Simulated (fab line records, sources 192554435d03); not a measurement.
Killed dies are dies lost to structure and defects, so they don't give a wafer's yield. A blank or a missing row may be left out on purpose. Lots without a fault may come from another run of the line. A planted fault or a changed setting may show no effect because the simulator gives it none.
fab line records | flow n5_finfet
record lots=9 wafers=27 last_day=17
route steps=1938 shown DUMMY_GATE@251 SPACER0@260 SD_EPI_N@278 BEOL_M4@1111
lots that met no fault: from a run of the same line without faults
start_h: hours from the record's first day to the start of the lot's first wafer shown | wait_h: hours since the lot's step before | " the same as in the row above | L1.1+2: a row that stands for several wafers | - no value, or no start given | * or withheld: withheld | < > ~ a bound
route shown NAME@n: a module of which the file shows steps, and the number in the route of the first | usual: mean/standard deviation of fault-free wafers | same: alike in all rows | chamber/n: place in a boat | sites: the reading at each site | _std_site: their standard deviation | _edge_site: outer sites' mean less inner sites' | radius_mm: how far each site lies from the wafer's centre | mask NAME#n: copy n | behind: the tool/chamber that last shaped the wafer | hold: why the lot was held/for how many hours/how that ended | device: the transistor (n, p or np) that didn't switch | end of line: the same wafers' tests at the end of the route | a step without rows: its recipe alone | killed: dies lost to structure and defects at the first sort, not the wafer's yield | map: a wafer's dies, x killed, . not, _ none there
set.NAME: the setting as run; set.NAME@STEP: as run at that earlier step | model.NAME: the simulator's own value behind a step, which no gauge read
steps of the route over a sample of lots; a table a step, a row a wafer
services: from which hour (start_h, from the record's first day; less than 0 if before it) a tool's chamber was out of use, for how many hours, and why
## steps
# step N5_DUMMY_GATE_STRIP_48
# recipe chemistry=N2/H2 time_s=20 power_w=100 temp_c=40 pressure_mtorr=100 rf_frequency_hz=6e+07 bias_power_w=3 n2_flow_sccm=300 h2_flow_sccm=300
# usual drypump_motor_current_A=5.7/0.53 oes_product_au=0.80/0.076 rf_vpp_V=45.3/0.83 showerhead_plenum_p_Torr=3.37/0.11 throttle_valve_pct=12.19/0.2
# columns lot.wafer tool chamber start_h wait_h drypump_motor_current_A oes_product_au rf_hours_counter_h rf_vpp_V showerhead_plenum_p_Torr throttle_valve_pct
L521.2 rie_diel-05 3 48.44 0.0 5.4 0.73 188 44.5 3.35 12.17
L521.3 " 1 " " 5.4 0.95 18 45.5 3.59 11.82
L521.4 " 0 " " 6.3 0.96 7 44.9 3.32 12.26
L522.1 rie_diel-04 0 56.03 0.0 6.2 0.77 139 45.5 3.38 12.08
L522.2 " 1 " " 5.4 0.93 11 46.0 3.31 12.32
L522.5 " 1 " " 5.4 0.92 - 45.1 3.31 12.31
L523.2 rie_diel-04 0 64.40 0.0 6.3 0.77 142 45.9 3.38 12.08
L523.4 " 2 " " 4.8 0.75 145 44.3 3.52 12.01
L523.5 " 1 " " 5.4 0.91 - 43.8 3.31 12.32
L532.2 rie_diel-05 1 117.17 0.0 5.3 0.90 34 45.3 3.58 11.87
L532.5 " 0 " " 6.4 0.90 - 44.3 3.31 12.31
L532.6 " 1 " " 5.3 0.90 - 45.9 3.58 11.85
L535.2 rie_diel-04 1 130.50 0.0 5.4 0.89 35 46.0 3.30 12.37
L535.3 " 3 " " 6.0 0.75 152 46.2 3.24 12.19
L535.5 " 1 " " 5.4 0.88 - 44.9 3.30 12.37
L537.1 rie_diel-04 2 143.98 0.0 4.8 0.74 170 45.9 3.50 12.09
L537.2 " 1 " " 5.4 0.87 39 45.6 3.30 12.39
L537.3 " 3 " " 6.0 0.75 156 44.5 3.24 12.21
L541.1 rie_diel-03 3 168.84 0.0 6.1 0.94 12 46.5 3.60 12.19
L541.2 " 0 " " 5.4 0.76 148 45.0 3.38 12.32
L541.3 " 1 " " 6.0 0.73 186 44.3 3.21 12.27
L542.1 rie_diel-05 3 173.56 0.0 5.3 0.70 227 44.8 3.33 12.25
L542.2 " 2 " " 5.4 0.86 66 46.9 3.56 12.15
L542.3 " 1 " " 5.4 0.87 53 44.7 3.57 11.88
L543.1 rie_diel-04 0 178.45 0.0 6.3 0.74 174 44.9 3.37 12.16
L543.3 " 3 " " 6.0 0.74 160 44.6 3.24 12.22
L543.4 " 2 " " 4.8 0.73 181 45.8 3.50 12.11
# step N5_SPACER0_ALD_08
# recipe material=SiNx target_thk_a=20 temp_c=400 ald_precursor_family=SiH2I2 ald_co_reactant=N2/H2-plasma pressure_torr=2
# usual heater_power_w=815/69
# columns lot.wafer tool chamber start_h wait_h heater_power_w
L521.2 ald_sin-02 1 49.41 0.1 836
L521.3 " 0 " " 895
L521.4 " 3 " " 939
L522.1 ald_sin-01 1 56.66 0.1 707
L522.2 " 2 " " 765
L522.5 " 1 " " 709
L523.2 ald_sin-02 2 65.31 0.1 845
L523.4 " 3 " " 913
L523.5 " 0 " " 877
L532.2 ald_sin-04 2 117.80 0.1 789
L532.5 " 2 " " 805
L532.6 " 3 " " 724
L535.2 ald_sin-04 2 131.14 0.1 802
L535.3 " 1 " " 730
L535.5 " 0 " " 834
L537.1 ald_sin-02 2 144.61 0.1 878
L537.2 " 3 " " 921
L537.3 " 1 " " 801
L541.1 ald_sin-02 0 169.48 0.1 907
L541.2 " 1 " " 841
L541.3 " 3 " " 951
L542.1 ald_sin-02 0 174.19 0.1 890
L542.2 " 1 " " 816
L542.3 " 3 " " 935
L543.1 ald_sin-04 1 179.09 0.1 725
L543.3 " 2 " " 791
L543.4 " 0 " " 821
# step N5_SD_EPI_N_ETCH_45
# recipe chemistry=CH3F/O2 target=SiOCN target_depth_a=60 mask_material=SOC ion_energy_ev=60 bias_w=29 pressure_mtorr=15 source_w=410 Ar_flow_sccm=150 CH3F_flow_sccm=30 O2_flow_sccm=20
# usual drypump_motor_current_A=5.7/0.47 oes_product_au=0.78/0.073 rf_vpp_V=127.6/1.1 showerhead_plenum_p_Torr=2.02/0.078 throttle_valve_pct=23.36/0.21
# columns lot.wafer tool chamber start_h wait_h drypump_motor_current_A oes_product_au rf_hours_counter_h rf_vpp_V showerhead_plenum_p_Torr throttle_valve_pct
L521.2 rie_diel-06 2 50.57 0.1 5.4 0.78 131 128.6 2.08 23.63
L521.3 " 0 " " 5.7 0.68 240 126.8 1.96 23.43
L521.4 " 1 " " 5.0 0.68 231 126.9 1.97 23.43
L522.1 rie_diel-01 1 58.55 0.1 5.6 0.96 7 130.0 2.12 23.05
L522.2 " 3 " " 6.2 0.81 87 129.4 2.09 23.20
L522.5 " 1 " " 5.6 0.95 - 128.8 2.12 23.04
L523.2 rie_diel-01 2 66.46 0.1 5.0 0.73 195 128.1 2.06 23.65
L523.4 " 3 " " 6.2 0.82 - 128.3 2.09 23.20
L523.5 " 0 " " 5.6 0.78 - 127.0 1.92 23.49
L532.2 rie_diel-01 1 118.95 0.1 5.6 1.14 29 128.7 2.12 23.09
L532.5 " 3 " " 6.2 0.79 - 128.4 2.09 23.21
L532.6 " 2 " " 5.1 0.91 - 127.7 2.06 23.68
L535.2 rie_diel-02 3 132.17 0.1 5.9 0.76 119 126.1 1.93 23.16
L535.3 " 1 " " 6.5 0.71 204 126.7 2.05 23.32
L535.5 " 3 " " 5.9 0.76 - 126.1 1.93 23.15
L537.1 rie_diel-06 1 145.77 0.1 5.0 0.93 7 127.5 1.96 23.15
L537.2 " 2 " " 5.4 0.75 166 127.5 2.07 23.68
L537.3 " 0 " " 5.7 0.93 13 127.8 1.95 23.10
L541.1 rie_diel-06 1 170.52 0.1 5.0 0.92 14 125.6 1.96 23.16
L541.2 " 0 " " 5.7 0.92 20 127.4 1.95 23.10
L541.3 " 3 " " 6.4 0.78 130 127.8 2.00 23.59
L542.1 rie_diel-06 2 175.35 0.1 5.4 0.74 174 128.4 2.07 23.71
L542.2 " 3 " " 6.4 0.77 131 126.7 2.00 23.60
L542.3 " 1 " " 5.0 0.91 16 126.8 1.96 23.14
L543.1 rie_diel-06 1 180.32 0.1 5.0 0.90 17 127.8 1.96 23.16
L543.3 " 2 " " 5.4 0.74 175 127.4 2.07 23.70
L543.4 " 3 " " 6.4 0.76 133 127.8 2.00 23.60
# step N5_SD_EPI_N_VAPOR_ETCH_50
# recipe chemistry=HCl target=Si temp_c=775 time_s=54 pressure_torr=20 mode=isotropic
# usual throttle_valve_pct=11.9/0.5
# columns lot.wafer tool chamber start_h wait_h throttle_valve_pct
L521.2 epi_rpcvd-02 0 51.58 0.3 11.9
L521.3 " 0 " " 11.7
L521.4 " 0 " " 11.7
L522.1 epi_rpcvd-02 0 59.53 0.3 11.8
L522.2 " 0 " " 11.6
L522.5 " 0 " " 11.6
L523.2 epi_rpcvd-01 0 67.48 0.3 12.3
L523.4 " 0 " " 12.2
L523.5 " 0 " " 12.5
L532.2 epi_rpcvd-02 0 119.95 0.3 11.7
L532.5 " 0 " " 11.6
L532.6 " 0 " " 11.7
L535.2 epi_rpcvd-03 0 133.18 0.3 11.5
L535.3 " 0 " " 11.3
L535.5 " 0 " " 11.1
L537.1 epi_rpcvd-03 0 146.75 0.3 11.2
L537.2 " 0 " " 11.3
L537.3 " 0 " " 11.2
L541.1 epi_rpcvd-02 0 171.50 0.3 11.9
L541.2 " 0 " " 11.7
L541.3 " 0 " " 11.6
L542.1 epi_rpcvd-01 0 176.45 0.4 12.3
L542.2 " 0 " " 12.5
L542.3 " 0 " " 12.5
L543.1 epi_rpcvd-03 0 181.53 0.3 11.6
L543.3 " 0 " " 11.5
L543.4 " 0 " " 11.5
# step N5_BEOL_M4_RC_MEAS_101
# usual DIBL_N=36.5/1.4 DIBL_P=36.6/1.6 IOFF_N=0.160/0.024 IOFF_P=0.217/0.029 ION_N=674/8.7 ION_P=464/6.5 SS_N=71.6/0.47 SS_P=73.4/0.57 VT_N=250.0/2.5 VT_P=-250/3.1
# columns lot.wafer tool chamber start_h wait_h DIBL_N[mV/V] DIBL_P[mV/V] IOFF_N[nA/um] IOFF_P[nA/um] ION_N[uA/um] ION_P[uA/um] SS_N[mV/dec] SS_P[mV/dec] VT_N[mV] VT_P[mV]
L521.2 prober-02 0 167.21 0.2 38.0 37.7 0.172 0.236 676 466 71.7 72.8 250.4 -248
L521.3 " 0 " " 39.3 38.8 0.190 0.250 676 466 72.2 73.7 247.5 -247
L521.4 " 0 " " 36.9 36.6 0.149 0.218 673 468 71.5 73.6 252.5 -250
L522.1 prober-02 0 174.07 0.0 34.3 35.8 0.140 0.193 663 465 71.6 72.8 250.5 -251
L522.2 " 0 " " 35.2 36.7 0.143 0.203 666 461 71.8 72.6 251.5 -251
L522.5 " 0 " " 35.5 36.3 0.152 0.208 671 462 71.7 73.3 249.1 -249
L523.2 prober-01 0 185.60 0.2 36.9 37.8 0.177 0.222 669 460 71.7 73.2 248.6 -249
L523.4 " 0 " " 34.8 34.3 0.138 0.175 678 463 70.9 73.1 253.1 -252
L523.5 " 0 " " 37.4 37.7 0.188 0.220 690 466 71.8 74.0 247.8 -250
L532.2 prober-02 0 242.14 0.2 39.5 39.4 0.196 0.213 682 461 72.4 74.0 247.5 -251
L532.5 " 0 " " 40.3 40.9 0.209 0.247 668 456 72.9 75.4 247.4 -249
L532.6 " 0 " " 39.4 39.0 0.178 0.197 677 455 72.3 74.6 250.3 -254
L535.2 prober-02 0 260.42 0.2 36.8 37.4 0.157 0.227 668 458 72.0 74.0 251.6 -247
L535.3 " 0 " " 36.1 36.8 0.154 0.219 678 468 71.6 73.4 250.2 -249
L535.5 " 0 " " 36.4 36.4 0.155 0.219 678 469 70.4 73.7 251.5 -249
L537.1 prober-02 0 263.15 0.0 35.3 34.9 0.123 0.158 667 452 71.6 73.2 255.3 -256
L537.2 " 0 " " 36.2 35.7 0.135 0.168 672 452 71.6 72.9 253.1 -256
L537.3 " 0 " " 36.7 36.2 0.145 0.174 664 448 71.8 72.7 252.7 -255
L542.1 prober-01 0 286.38 0.0 35.9 35.8 0.153 0.224 681 465 71.5 73.0 249.2 -249
L542.2 " 0 " " 34.7 34.1 0.133 0.208 670 466 70.7 73.3 252.9 -246
L542.3 " 0 " " 35.5 34.8 0.139 0.221 662 465 71.4 73.3 250.5 -246
L541.1 prober-01 0 294.50 0.0 36.0 36.0 0.152 0.212 674 466 71.5 72.5 253.1 -250
L541.2 " 0 " " 35.5 34.9 0.131 0.190 667 456 71.3 72.5 253.4 -251
L541.3 " 0 " " 34.7 33.0 0.125 0.175 667 465 71.0 72.0 252.4 -250
L543.1 prober-01 0 301.14 0.0 35.8 38.6 0.164 0.217 677 454 71.6 73.5 248.1 -249
L543.3 " 0 " " 34.8 37.1 0.143 0.193 677 461 70.9 73.4 252.1 -250
L543.4 " 0 " " 37.9 40.1 0.199 0.236 686 458 73.0 74.4 248.2 -249
## services
# columns tool chamber start_h hours kind
epi_rpcvd-01 - 39.00 2.8 pm
rie_diel-05 1 53.03 12.9 repair
ald_sin-04 1 56.92 36.9 repair
rie_diel-06 - 57.20 3.8 repair
rie_diel-03 - 57.84 2.8 pm
ald_sin-04 2 61.59 15.3 repair
rie_diel-01 1 64.71 3.8 repair
epi_rpcvd-02 - 66.03 1.7 repair
rie_diel-03 3 69.26 7.2 repair
rie_diel-06 0 82.34 - clean
ald_sin-01 - 85.31 14.0 pm
rie_diel-04 - 86.96 1.0 repair
rie_diel-05 2 91.74 2.1 repair
ald_sin-01 - 99.31 2.8 pm
ald_sin-04 - 104.09 1.6 repair
epi_rpcvd-01 - 113.99 27.2 pm
ald_sin-04 - 134.13 3.2 repair
epi_rpcvd-03 - 135.29 2.3 repair
rie_diel-06 - 152.14 4.3 pm
epi_rpcvd-01 - 155.38 8.1 pm
rie_diel-04 3 158.32 14.6 repair
rie_diel-02 - 161.27 0.4 repair
rie_diel-03 2 166.17 6.7 repair
ald_sin-02 - 178.08 14.0 pm
## key
first_sign step=N5_SD_EPI_N_ETCH_45 reading=oes_product_au direction=up sigmas=3.3 usual=0.78 struck=1.02
effect none on later readings
met_at N5_SD_EPI_N_ETCH_45
struck_lots L532
struck_wafers L532.2,L532.6
not_acting_at N5_DUMMY_GATE_STRIP_48,N5_SPACER0_ALD_08,N5_SD_EPI_N_VAPOR_ETCH_50
onset_between 66.46 118.95
fault kind=process_parameter_drift tool=rie_diel-01 chamber=- onset_h=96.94 steps=N5_SD_EPI_N_ETCH_45 channel=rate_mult offset=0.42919 shape=step end_h=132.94 scope=struck_wafers_only
